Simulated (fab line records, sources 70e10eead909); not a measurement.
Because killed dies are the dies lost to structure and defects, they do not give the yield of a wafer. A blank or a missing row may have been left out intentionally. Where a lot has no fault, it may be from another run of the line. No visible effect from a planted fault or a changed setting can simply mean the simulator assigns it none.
fab line records	flow nandHarc
record: lots: 6	wafers: 18	lastDay: 23
route steps=1159 shown A_CONTACT@847 END@1159
lots untouched by any fault: they come from a run of this same line in which no faults occurred
startH: hours from the record's first day to the start of the lot's first wafer shown	waitH: hours elapsed since this lot's preceding step	" repeats the value in the row above	L1.1+2: a single row standing in for several wafers	- no value present, or no start provided	* or withheld: withheld	< > ~ a bound
route shown NAME@n: names a module that has steps shown in the file, with the first one's number in the route	usual: mean and standard deviation over wafers with no fault	same: alike in all rows	chamber/n: place in a boat	sites: readings site by site	_std_site: the standard deviation of these	_edge_site: mean of outer sites minus mean of inner sites	radiusMm: how far each site lies from the wafer's centre	mask NAME#n: copy n	behind: tool/chamber where the wafer was last shaped	hold: the reason the lot was held/the length of the hold in hours/how it ended	device: the transistor (n, p or np) that didn't switch	end of line: the route-end tests of the same wafers	for a step that has no rows: nothing shown but its recipe	killed: count of dies lost to structure and defects at first sort (not the wafer's yield)	map: dies across one wafer; x = killed, . = not, _ = none there
set.NAME: setting as actually run; set.NAME@STEP: the setting as run at that earlier step	model.NAME: the simulator's own value behind a step, which no gauge read
certain route steps with their lots: each step a table, each wafer a row
services: from which hour (startH, from the record's first day; less than 0 if before it) a tool's chamber was out of use, for how many hours, and why
== steps ==
step: NHARC_A_CONTACT_COAT_35
recipe: tempC: 225	timeS: 65
step: NHARC_A_CONTACT_COAT_36
recipe: spinRpm: 1500	resistThkNm: 90
step: NHARC_A_CONTACT_SOFTBAKE_37
recipe: tempC: 105	timeS: 55
step: NHARC_A_CONTACT_EBR_38
step: NHARC_A_CONTACT_EXPOSE_39
recipe: na: 1.35	sigmaOuter: 0.8	doseMj: 58.79	maskId: A_CC_3
step: NHARC_A_CONTACT_PEB_40
recipe: pebTempC: 100	pebTimeS: 65
step: NHARC_A_CONTACT_DEVELOP_41
recipe: developTimeS: 35	devTempC: 23
step: NHARC_A_CONTACT_CD_MEAS_42
recipe: targetCdNm: 200	landingEnergyEv: 500
usual: cdNm: 199.9/0.53
lot.wafer	tool	chamber	startH	waitH	cdNm
L747.2	cdSem-01	0	384.37	-	199.6
L747.3	"	0	"	"	199.4
L747.5	"	0	"	"	200.2
L753.2	cdSem-01	0	421.82	-	200.1
L753.3	"	0	"	"	199.5
L753.6	"	0	"	"	200.8
L749.1	cdSem-03	0	425.68	-	199.6
L749.2	"	0	"	"	200.0
L749.5	"	0	"	"	200.0
L757.2	cdSem-02	0	435.70	-	198.8
L757.4	"	0	"	"	199.5
L757.6	"	0	"	"	200.1
L762.1	cdSem-02	0	484.52	-	199.3
L762.4	"	0	"	"	200.2
L762.5	"	0	"	"	200.4
L763.1	cdSem-03	0	490.76	-	199.5
L763.3	"	0	"	"	199.9
L763.4	"	0	"	"	199.4
step: NHARC_A_CONTACT_OVL_MEAS_43
usual: overlayXNm: 0.1/0.8	overlayYNm: 0.0/0.72
lot.wafer	tool	chamber	startH	waitH	overlayXNm	overlayYNm
L747.2	overlay-02	-	384.46	-	-0.6	0.1
L747.3	"	-	"	"	-0.9	-0.2
L747.5	"	-	"	"	-0.3	0.0
L753.2	overlay-01	-	421.91	-	-0.7	-0.3
L753.3	"	-	"	"	0.1	-0.2
L753.6	"	-	"	"	-0.3	-0.3
L749.1	overlay-01	-	425.78	-	0.6	0.1
L749.2	"	-	"	"	0.6	0.8
L749.5	"	-	"	"	0.0	-0.1
L757.2	overlay-02	-	435.79	-	0.1	0.1
L757.4	"	-	"	"	0.2	0.4
L757.6	"	-	"	"	0.7	-0.1
L762.1	overlay-02	-	484.61	-	-0.8	-0.6
L762.4	"	-	"	"	-1.2	-0.6
L762.5	"	-	"	"	-1.2	-0.7
L763.1	overlay-01	-	490.85	-	-0.3	0.2
L763.3	"	-	"	"	0.1	0.6
L763.4	"	-	"	"	-0.3	0.0
step: NHARC_A_CONTACT_INSPECT_44
usual: rawDefectCount: 26/12
lot.wafer	tool	chamber	startH	waitH	rawDefectCount
L747.2	defectInspect-02	-	384.50	0.0	22
L747.3	"	-	"	"	28
L747.5	"	-	"	"	32
L753.2	defectInspect-01	-	421.94	0.0	24
L753.3	"	-	"	"	27
L753.6	"	-	"	"	25
L749.1	defectInspect-01	-	425.81	0.0	9
L749.2	"	-	"	"	7
L749.5	"	-	"	"	5
L757.2	defectInspect-02	-	435.82	0.0	32
L757.4	"	-	"	"	26
L757.6	"	-	"	"	19
L762.1	defectInspect-01	-	484.64	0.0	29
L762.4	"	-	"	"	26
L762.5	"	-	"	"	24
L763.1	defectInspect-01	-	490.89	0.0	37
L763.3	"	-	"	"	24
L763.4	"	-	"	"	46
step: NHARC_A_CONTACT_DESCUM_47
recipe: timeS: 3	o2FlowSccm: 200	arFlowSccm: 0	biasPowerW: 0	chemistry: O2
usual: drypumpMotorCurrentA: 5.5/0.35	oesProductAu: 0.999/0.0078	rfVppV: 57.7/0.88	showerheadPlenumPTorr: 1.87/0.097	throttleValvePct: 11.311/0.009
lot.wafer	tool	chamber	startH	waitH	drypumpMotorCurrentA	oesProductAu	rfHoursCounterH	rfVppV	showerheadPlenumPTorr	throttleValvePct
L747.2	rieDiel-10	3	384.57	0.1	5.4	1.011	7	57.6	1.94	11.300
L747.3	"	0	"	"	5.4	1.022	7	57.8	1.93	11.314
L747.5	"	2	"	"	5.7	1.008	-	58.3	1.78	11.318
L753.3	rieDiel-09	1	422.00	0.1	5.0	0.996	55	57.7	1.81	11.314
L753.2	"	0	"	"	5.4	0.994	55	58.8	2.06	11.300
L753.6	"	2	"	"	6.4	0.993	-	57.8	1.96	11.316
L749.2	rieDiel-10	0	425.87	0.1	5.4	0.996	24	56.5	1.92	11.304
L749.1	"	3	"	"	5.4	1.001	21	57.1	1.94	11.323
L749.5	"	1	"	"	5.4	1.004	-	59.2	1.98	11.329
L757.4	rieDiel-10	1	435.91	0.1	5.4	1.003	30	58.6	1.98	11.316
L757.2	"	0	"	"	5.4	1.003	28	58.2	1.92	11.332
L757.6	"	1	"	"	5.4	1.004	-	57.6	1.98	11.297
L762.4	rieDiel-11	1	484.70	0.1	5.7	1.005	20	56.9	1.76	11.329
L762.1	"	2	"	"	5.8	1.005	21	57.6	1.78	11.307
L762.5	"	2	"	"	5.9	0.991	-	56.2	1.78	11.309
L763.3	rieDiel-10	2	490.95	0.1	5.7	0.994	44	56.4	1.77	11.310
L763.1	"	0	"	"	5.3	1.011	49	57.9	1.91	11.316
L763.4	"	1	"	"	5.3	1.005	49	59.2	1.97	11.325
step: NHARC_A_CONTACT_ETCH_48
recipe: targetDepthA: 390	overEtchFrac: 0.3	timeS: 65	ionEnergyEv: 80	cf4FlowSccm: 150	arFlowSccm: 0	rfW: 300	biasW: 100	chemistry: CF4
usual: biasW: 100.0/0.31	cf4FlowSccm: 150.0/0.4	drypumpMotorCurrentA: 5.5/0.33	oesProductAu: 1.001/0.0082	rfVppV: 150.9/1.3	showerheadPlenumPTorr: 1.74/0.083	throttleValvePct: 13.283/0.0094
lot.wafer	tool	chamber	startH	waitH	biasW	cf4FlowSccm	drypumpMotorCurrentA	oesProductAu	rfHoursCounterH	rfVppV	showerheadPlenumPTorr	throttleValvePct
L747.3	rieDiel-10	3	384.64	0.1	99.9	149.8	5.4	1.007	7	152.5	1.79	13.290
L747.2	"	0	"	"	99.8	150.0	5.3	1.012	7	150.3	1.78	13.276
L747.5	"	3	"	"	100.3	150.2	5.4	1.003	-	152.0	1.79	13.272
L753.3	rieDiel-09	3	422.13	0.1	100.3	149.5	5.4	0.994	61	150.7	1.78	13.283
L753.2	"	0	"	"	99.6	150.6	5.4	0.995	55	153.0	1.89	13.268
L753.6	"	3	"	"	100.0	150.4	5.4	0.993	-	151.3	1.78	13.276
L749.2	rieDiel-10	3	425.99	0.1	99.4	149.7	5.4	0.995	21	151.6	1.79	13.269
L749.1	"	0	"	"	100.1	149.2	5.3	1.005	24	152.0	1.77	13.283
L749.5	"	0	"	"	100.3	149.2	5.4	1.017	-	150.8	1.77	13.295
L757.2	rieDiel-10	0	436.01	0.1	99.6	150.8	5.4	1.008	28	150.2	1.77	13.279
L757.4	"	3	"	"	99.9	150.2	5.5	1.011	25	152.1	1.79	13.291
L757.6	"	1	"	"	100.0	149.9	5.4	1.000	-	152.0	1.82	13.286
L762.1	rieDiel-11	2	484.79	0.1	100.5	150.2	5.9	0.997	21	148.7	1.65	13.293
L762.4	"	1	"	"	100.4	150.3	5.6	0.998	20	150.0	1.64	13.304
L762.5	"	2	"	"	100.1	149.8	5.9	1.000	-	148.4	1.65	13.268
L763.1	rieDiel-10	3	491.03	0.1	100.3	149.8	5.4	1.009	42	151.3	1.78	13.293
L763.4	"	1	"	"	100.3	149.8	5.4	1.009	49	151.3	1.82	13.286
L763.3	"	2	"	"	100.3	150.5	5.7	0.997	44	151.1	1.64	13.282
step: NHARC_A_CONTACT_ETCH_49
recipe: targetDepthA: 2600	overEtchFrac: 0.3	timeS: 475.3	ionEnergyEv: 200	n2FlowSccm: 150	h2FlowSccm: 150	arFlowSccm: 0	rfW: 400	biasW: 150	chemistry: N2/H2
usual: biasW: 150.0/0.42	chamberPressureMTorr: 29.997/0.029	drypumpMotorCurrentA: 5.5/0.33	oesProductAu: 1.001/0.0093	rfVppV: 429/3.1	showerheadPlenumPTorr: 1.99/0.11	throttleValvePct: 14.172/0.0089
lot.wafer	tool	chamber	startH	waitH	biasW	chamberPressureMTorr	drypumpMotorCurrentA	oesProductAu	rfHoursCounterH	rfVppV	showerheadPlenumPTorr	throttleValvePct
L747.2	rieDiel-10	0	384.73	-	149.8	29.975	5.4	1.021	7	431	2.05	14.182
L747.3	"	1	"	"	149.9	30.043	5.4	1.003	8	433	2.12	14.177
L747.5	"	1	"	"	150.2	30.005	5.4	1.012	-	433	2.12	14.172
L753.3	rieDiel-09	3	423.57	-	-	-	-	-	-	-	-	-
L753.2	"	0	"	"	-	-	-	-	-	-	-	-
L753.6	"	3	"	"	-	-	-	-	-	-	-	-
L749.2	rieDiel-10	3	426.13	-	-	-	-	-	-	-	-	-
L749.1	"	0	"	"	-	-	-	-	-	-	-	-
L749.5	"	0	"	"	-	-	-	-	-	-	-	-
L757.4	rieDiel-10	1	436.10	-	150.2	29.976	5.4	1.008	30	433	2.11	14.166
L757.2	"	3	"	"	149.8	30.004	5.4	1.014	25	430	2.06	14.188
L757.6	"	1	"	"	149.3	29.969	5.4	1.002	-	432	2.11	14.166
L762.4	rieDiel-11	3	484.91	-	150.3	30.008	5.2	1.002	20	425	1.88	14.183
L762.1	"	0	"	"	149.9	29.991	5.2	1.008	20	432	2.10	14.179
L762.5	"	2	"	"	149.3	29.997	5.9	0.993	-	427	1.89	14.164
L763.4	rieDiel-10	0	491.12	-	150.4	29.986	5.4	1.014	49	430	2.04	14.167
L763.1	"	1	"	"	150.4	30.035	5.4	1.007	49	431	2.10	14.179
L763.3	"	2	"	"	150.1	29.992	5.7	1.013	44	425	1.88	14.180
step: NHARC_A_CONTACT_ETCH_50
recipe: targetDepthA: 847	timeS: 42.4	cf4FlowSccm: 100	chf3FlowSccm: 30	arFlowSccm: 0	rfW: 500	biasW: 200	chemistry: CF4/CHF3
usual: biasW: 199.9/0.6	cf4FlowSccm: 100.0/0.32	drypumpMotorCurrentA: 5.5/0.33	oesProductAu: 0.950/0.024	rfVppV: 369.7/2.7	showerheadPlenumPTorr: 1.54/0.076	throttleValvePct: 16.802/0.0095
lot.wafer	tool	chamber	startH	waitH	biasW	cf4FlowSccm	drypumpMotorCurrentA	oesProductAu	rfHoursCounterH	rfVppV	showerheadPlenumPTorr	throttleValvePct
L747.2	rieDiel-10	0	-	-	199.6	99.6	5.3	0.993	7	371.8	1.58	16.773
L747.3	"	2	"	"	200.0	100.1	5.7	0.955	8	367.0	1.47	16.813
L747.5	"	0	"	"	199.8	100.1	5.4	0.992	-	371.4	1.58	16.796
L753.3	rieDiel-09	3	-	-	199.1	99.8	5.4	0.916	62	369.5	1.58	16.823
L753.2	"	1	"	"	200.7	99.8	5.0	0.920	57	368.4	1.50	16.815
L753.6	"	0	"	"	199.7	100.3	5.4	0.924	-	374.6	1.68	16.816
L749.2	rieDiel-10	0	-	-	199.1	100.4	5.3	0.973	24	371.4	1.58	16.803
L749.1	"	1	"	"	200.0	100.2	5.4	0.974	26	371.8	1.62	16.809
L749.5	"	3	"	"	200.4	100.3	5.4	0.972	-	372.1	1.59	16.794
L757.4	rieDiel-10	3	-	-	200.0	100.0	5.4	0.934	25	371.9	1.59	16.804
L757.2	"	0	"	"	199.4	99.5	5.3	0.933	28	370.8	1.58	16.819
L757.6	"	2	"	"	198.8	99.8	5.7	0.929	-	367.6	1.46	16.800
L762.4	rieDiel-11	0	-	-	199.9	99.9	5.2	0.969	20	370.9	1.62	16.822
L762.1	"	1	"	"	199.5	100.4	5.7	0.965	20	366.2	1.46	16.794
L762.5	"	3	"	"	200.1	99.9	5.2	0.981	-	367.0	1.46	16.825
L763.4	rieDiel-10	3	-	-	200.0	100.2	5.4	0.927	42	371.4	1.59	16.809
L763.1	"	0	"	"	199.9	100.2	5.3	0.932	49	370.3	1.57	16.800
L763.3	"	2	"	"	198.9	100.0	5.7	0.929	44	366.1	1.46	16.799
step: NHARC_END_SORT_01
recipe: tempC: 25
usual: killedAtArray: 25/9.5	killedAtOther: 0.8/1.2	killedAtPeriphery: 3.4/2.2	killedDies: 29/10	killedOpen: 3.3/1.8	killedShort: 2.1/1.4
same: grossDies: 677
lot.wafer	tool	chamber	startH	waitH	killedAtArray	killedAtOther	killedAtPeriphery	killedDies	killedOpen	killedShort
L749.1	prober-01	0	495.30	2.5	675	0	2	677	5	2
L749.2	prober-01	0	496.09	2.8	676	1	0	677	2	2
L749.5	prober-01	0	498.47	3.7	674	0	3	677	9	3
L753.2	prober-01	0	503.86	2.8	672	0	5	677	3	1
L753.3	prober-01	0	504.65	3.1	675	0	2	677	2	0
L753.6	prober-01	0	507.05	4.0	673	0	4	677	1	3
killed by level:class
L749.1 A_CONTACT:areaEtch=667 A_M0:geometricParticle:open=3 P_M0:geometricParticle:open=2 A_CHANNEL_HOLE_D1:chamberFilmFlake=2 A_ONON_D1:geometricParticle:short=1 A_SGD_CUT:geometricParticle:short=1 A_WL_FILL:chamberFilmFlake=1
L749.2 A_CONTACT:areaEtch=667 A_CHANNEL_HOLE_D1:chamberFilmFlake=4 A_SLIT:geometricParticle:short=1 A_CONTACT:geometricParticle:open=1 A_CONTACT:geometricParticle:short=1 A_BLC:geometricParticle:open=1 A_CONTACT:chamberFilmFlake=1 THIN_TSV:chamberFilmFlake=1
L749.5 A_CONTACT:areaEtch=659 A_CONTACT:geometricParticle:open=3 A_CHANNEL_HOLE_D1:chamberFilmFlake=3 A_ONON_D1:geometricParticle:open=2 P_ZERO_WELL:chamberFilmFlake=2 P_CONTACT:geometricParticle:open=1 A_ONON_D1:geometricParticle:short=1 A_SLIT:geometricParticle:open=1
L753.2 A_CONTACT:areaEtch=648 A_CHANNEL_HOLE_D1:chamberFilmFlake=16 P_CONTACT:chamberFilmFlake=4 A_CONTACT:chamberFilmFlake=3 P_M0:geometricParticle:open=1 A_CONTACT:geometricParticle:open=1 A_M0:geometricParticle:open=1 A_M0:geometricParticle:short=1
L753.3 A_CONTACT:areaEtch=649 A_CHANNEL_HOLE_D1:chamberFilmFlake=20 A_CONTACT:chamberFilmFlake=3 P_CONTACT:chamberFilmFlake=2 A_ONON_D1:geometricParticle:open=1 A_SGD_CUT:chamberFilmFlake=1 A_CONTACT:geometricParticle:open=1
L753.6 A_CONTACT:areaEtch=650 A_CHANNEL_HOLE_D1:chamberFilmFlake=18 P_CONTACT:chamberFilmFlake=2 P_CONTACT:geometricParticle:short=1 A_CHANNEL_HOLE_D1:geometricParticle:short=1 A_SGD_CUT:geometricParticle:short=1 A_CONTACT:geometricParticle:open=1 P_STI:chamberFilmFlake=1
map L749.1 (x killed, . not)
____________x____________
_________xxxxxxx_________
_______xxxxxxxxxxx_______
______xxxxxxxxxxxxx______
_____xxxxxxxxxxxxxxx_____
____xxxxxxxxxxxxxxxxx____
____xxxxxxxxxxxxxxxxx____
___xxxxxxxxxxxxxxxxxxx___
___xxxxxxxxxxxxxxxxxxx___
__xxxxxxxxxxxxxxxxxxxxx__
__xxxxxxxxxxxxxxxxxxxxx__
_xxxxxxxxxxxxxxxxxxxxxxx_
_xxxxxxxxxxxxxxxxxxxxxxx_
_xxxxxxxxxxxxxxxxxxxxxxx_
_xxxxxxxxxxxxxxxxxxxxxxx_
_xxxxxxxxxxxxxxxxxxxxxxx_
xxxxxxxxxxxxxxxxxxxxxxxxx
xxxxxxxxxxxxxxxxxxxxxxxxx
xxxxxxxxxxxxxxxxxxxxxxxxx
xxxxxxxxxxxxxxxxxxxxxxxxx
xxxxxxxxxxxxxxxxxxxxxxxxx
_xxxxxxxxxxxxxxxxxxxxxxx_
_xxxxxxxxxxxxxxxxxxxxxxx_
_xxxxxxxxxxxxxxxxxxxxxxx_
_xxxxxxxxxxxxxxxxxxxxxxx_
_xxxxxxxxxxxxxxxxxxxxxxx_
__xxxxxxxxxxxxxxxxxxxxx__
__xxxxxxxxxxxxxxxxxxxxx__
___xxxxxxxxxxxxxxxxxxx___
___xxxxxxxxxxxxxxxxxxx___
____xxxxxxxxxxxxxxxxx____
____xxxxxxxxxxxxxxxxx____
_____xxxxxxxxxxxxxxx_____
______xxxxxxxxxxxxx______
_______xxxxxxxxxxx_______
_________xxxxxxx_________
____________x____________
map L753.2 (x killed, . not)
____________x____________
_________xxxxxxx_________
_______xxxxxxxxxxx_______
______xxxxxxxxxxxxx______
_____xxxxxxxxxxxxxxx_____
____xxxxxxxxxxxxxxxxx____
____xxxxxxxxxxxxxxxxx____
___xxxxxxxxxxxxxxxxxxx___
___xxxxxxxxxxxxxxxxxxx___
__xxxxxxxxxxxxxxxxxxxxx__
__xxxxxxxxxxxxxxxxxxxxx__
_xxxxxxxxxxxxxxxxxxxxxxx_
_xxxxxxxxxxxxxxxxxxxxxxx_
_xxxxxxxxxxxxxxxxxxxxxxx_
_xxxxxxxxxxxxxxxxxxxxxxx_
_xxxxxxxxxxxxxxxxxxxxxxx_
xxxxxxxxxxxxxxxxxxxxxxxxx
xxxxxxxxxxxxxxxxxxxxxxxxx
xxxxxxxxxxxxxxxxxxxxxxxxx
xxxxxxxxxxxxxxxxxxxxxxxxx
xxxxxxxxxxxxxxxxxxxxxxxxx
_xxxxxxxxxxxxxxxxxxxxxxx_
_xxxxxxxxxxxxxxxxxxxxxxx_
_xxxxxxxxxxxxxxxxxxxxxxx_
_xxxxxxxxxxxxxxxxxxxxxxx_
_xxxxxxxxxxxxxxxxxxxxxxx_
__xxxxxxxxxxxxxxxxxxxxx__
__xxxxxxxxxxxxxxxxxxxxx__
___xxxxxxxxxxxxxxxxxxx___
___xxxxxxxxxxxxxxxxxxx___
____xxxxxxxxxxxxxxxxx____
____xxxxxxxxxxxxxxxxx____
_____xxxxxxxxxxxxxxx_____
______xxxxxxxxxxxxx______
_______xxxxxxxxxxx_______
_________xxxxxxx_________
____________x____________
== services ==
tool	chamber	startH	hours	kind
rieDiel-10	0	362.62	-	clean
rieDiel-10	1	362.62	-	clean
rieDiel-10	2	362.62	-	clean
rieDiel-10	3	362.62	-	clean
rieDiel-11	-	366.50	9.0	pm
rieDiel-11	3	384.36	7.9	repair
rieDiel-10	0	387.23	-	clean
rieDiel-10	1	387.23	-	clean
rieDiel-10	2	387.23	-	clean
rieDiel-10	3	387.23	-	clean
rieDiel-10	0	412.39	-	clean
rieDiel-10	1	412.39	-	clean
rieDiel-10	2	412.39	-	clean
rieDiel-10	3	412.39	-	clean
rieDiel-10	-	424.08	0.6	repair
rieDiel-09	-	431.17	9.0	pm
rieDiel-10	0	436.97	-	clean
rieDiel-10	1	436.97	-	clean
rieDiel-10	2	436.97	-	clean
rieDiel-10	3	436.97	-	clean
rieDiel-09	2	454.39	10.1	repair
rieDiel-10	0	461.52	-	clean
rieDiel-10	1	461.52	-	clean
rieDiel-10	3	470.73	5.4	repair
== key ==
firstSign: step: NHARC_A_CONTACT_ETCH_49	reading: toolRecord	direction: missing
effect: step: NHARC_END_SORT_01	reading: killedAtArray	direction: up	sigmas: 68	usual: 25	struck: 674
moreKillsBornAt: NHARC_A_CONTACT_ETCH_49@rieDiel-10: 1993	NHARC_A_CONTACT_ETCH_49@rieDiel-09: 1945
metAt NHARC_A_CONTACT_ETCH_49
struckWafers L749.1,L749.2,L749.5,L753.2,L753.3,L753.6
laterRowsLeftOut L749.1,L749.2,L749.5,L753.2,L753.3,L753.6
testerLeftOut L749,L753
onsetBetween 384.73 423.57
fault: kind: skippedStepWhole	tool: rieDiel-09,rieDiel-10	chamber: -	onsetH: 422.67	steps: NHARC_A_CONTACT_ETCH_49	scope: struckLotsOnly
testerLeftOut: of these lots the tester's yield and bins aren't shown, on N5 and GAA mostly nor the transistor test; their killed dies are dies lost to structure and defects alone, not to doping, threshold or leakage, so they don't give the yield
laterRowsLeftOut: the simulator's readings of these wafers behind a module that went badly wrong aren't trusted and aren't shown, but for the sort
